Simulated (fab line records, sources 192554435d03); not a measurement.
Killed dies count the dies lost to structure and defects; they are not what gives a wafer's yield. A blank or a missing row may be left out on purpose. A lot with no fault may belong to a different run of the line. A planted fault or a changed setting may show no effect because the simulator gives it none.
Split-lot experiment ; flow n5Finfet ; 39 wafers read across 7 lots, on a route 1938 steps long

== THE SPLIT ==
At N5_BEOL_M11_CVD_75 (deposits Co from CCTBA/H2, target thk 2 nm, time 138.9 s), the setting targetThkA was moved away from the recipe's 20 angstrom on 15 of the 39 wafers read, by -54.2% to +50.1%. For the rest of the wafers, this setting stayed at what the recipe calls for.

The reading comes from the split's own step.

== THE READING ==
Co_of_BEOL_M11_CVD_75.thkNm (the simulator's own value, which no gauge read), in nm, at N5_BEOL_M11_CVD_75 (deposits Co from CCTBA/H2, target thk 2 nm, time 138.9 s). There is no usual value for it anywhere in the file. The 24 wafers here that ran the recipe average 2.0 nm, standard deviation 0.11 nm.

wafer;tool, chamber at the split;targetThkA as run, angstrom;against the recipe;Co_of_BEOL_M11_CVD_75.thkNm, nm;against lot-mates on the recipe
L075.1;cvdCo-01, 0,2,1;20;recipe;2;-
L075.2;cvdCo-01, 0,2,1;20;recipe;2;-
L075.3;cvdCo-01, 0,2,1;20;recipe;2;-
L075.4;cvdCo-01, 0,2;11;-45.0%;1;-1.0
L075.6;cvdCo-01, 0,2;11;-45.0%;1;-1.0
L075.5;cvdCo-01, 1;11;-45.0%;1.2;-0.8
L076.1;cvdCo-02, 1,2;20;recipe;2.2;-
L076.2;cvdCo-02, 1,2;20;recipe;2.2;-
L076.3;cvdCo-02, 0,1,2;9.151;-54.2%;1;-1.1
L076.5;cvdCo-02, 0,1,2;9.151;-54.2%;1;-1.1
L076.6;cvdCo-02, 0,1,2;9.151;-54.2%;1;-1.1
L076.4;cvdCo-02, 0;20;recipe;2;-
L079.4;cvdCo-01, 0;20;recipe;2.2;-
L079.5;cvdCo-01, 2,1;20;recipe;2;-
L079.6;cvdCo-01, 2,1;20;recipe;2;-
L088.1;cvdCo-01, 1,2;15.49;-22.6%;1.6;-0.4
L088.6;cvdCo-01, 1,2;15.49;-22.6%;1.6;-0.4
L088.2;cvdCo-01, 2,0,0;20;recipe;2;-
L088.3;cvdCo-01, 2,0,0;20;recipe;2;-
L088.5;cvdCo-01, 2,0,0;20;recipe;2;-
L088.4;cvdCo-01, 1;15.49;-22.6%;1.4;-0.6
L086.1;cvdCo-02, 1;20;recipe;2;-
L086.2;cvdCo-02, 0;20;recipe;1.8;-
L086.6;cvdCo-02, 0;20;recipe;1.8;-
L086.3;cvdCo-02, 0;15.14;-24.3%;1.4;-0.5
L086.4;cvdCo-02, 1;15.14;-24.3%;1.6;-0.3
L086.5;cvdCo-02, 1;15.14;-24.3%;1.6;-0.3
L092.1;cvdCo-01, 2,1,0,0,2;20;recipe;2;-
L092.2;cvdCo-01, 2,1,0,0,2;20;recipe;2;-
L092.3;cvdCo-01, 2,1,0,0,2;20;recipe;2;-
L092.4;cvdCo-01, 2,1,0,0,2;20;recipe;2;-
L092.5;cvdCo-01, 2,1,0,0,2;20;recipe;2;-
L092.6;cvdCo-01, 1;20;recipe;1.8;-
L096.1;cvdCo-01, 1,2;20;recipe;2;-
L096.6;cvdCo-01, 1,2;20;recipe;2;-
L096.2;cvdCo-01, 2,0;30.02;+50.1%;3;+1.1
L096.3;cvdCo-01, 2,0;30.02;+50.1%;3;+1.1
L096.4;cvdCo-01, 0;30.02;+50.1%;2.8;+0.9
L096.5;cvdCo-01, 1;20;recipe;1.8;-
If several chambers appear in one row, that row covers several wafers at once and the file leaves open which wafer was in which chamber.

THE FIT
A straight line over all 39 wafers: Co_of_BEOL_M11_CVD_75.thkNm changes by +0.0191 nm for each +1% of targetThkA; r = +0.98; the points scatter about the line by 0.1 nm.
The same after taking each lot's own level away (the mean of its wafers on the recipe; 39 wafers): +0.0201 nm for each +1%; r = +0.98; scatter 0.094 nm.
That fit puts the effect of the largest move of targetThkA on the reading at 1.1 nm.
The span of the lots' own levels, 1.87 to 2.13 nm, comes to 2.5 times the standard deviation stated above.
Consequently the slope shifts little with the lot-to-lot level, the two slopes agreeing.
Check: with one of the wafers moved furthest among these (-54.2%) left out of the fit, the line predicts -1.08 nm for it against its lot-mates. It came out at -1.13 nm against them.

== FURTHER SPLITS ON THESE WAFERS ==
Other splits were also applied to these wafers ahead of the reading. Each is held against what the fit with the lots' levels taken away leaves over:
other split on the same wafers;wafers away from the commonest value;r with Co_of_BEOL_M11_CVD_75.thkNm (lot level and that fit taken away)
N5_BEOL_M3_TRENCH_ETCH_37 targetDepthA;6;+0.08
N5_BEOL_M7_HM_DEP_02 targetThkA;15;+0.14

== FILE'S OWN FIT ==
Co_of_BEOL_M11_CVD_75.thkNm changes by +0.0201 nm for each +1% of targetThkA, r = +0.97.
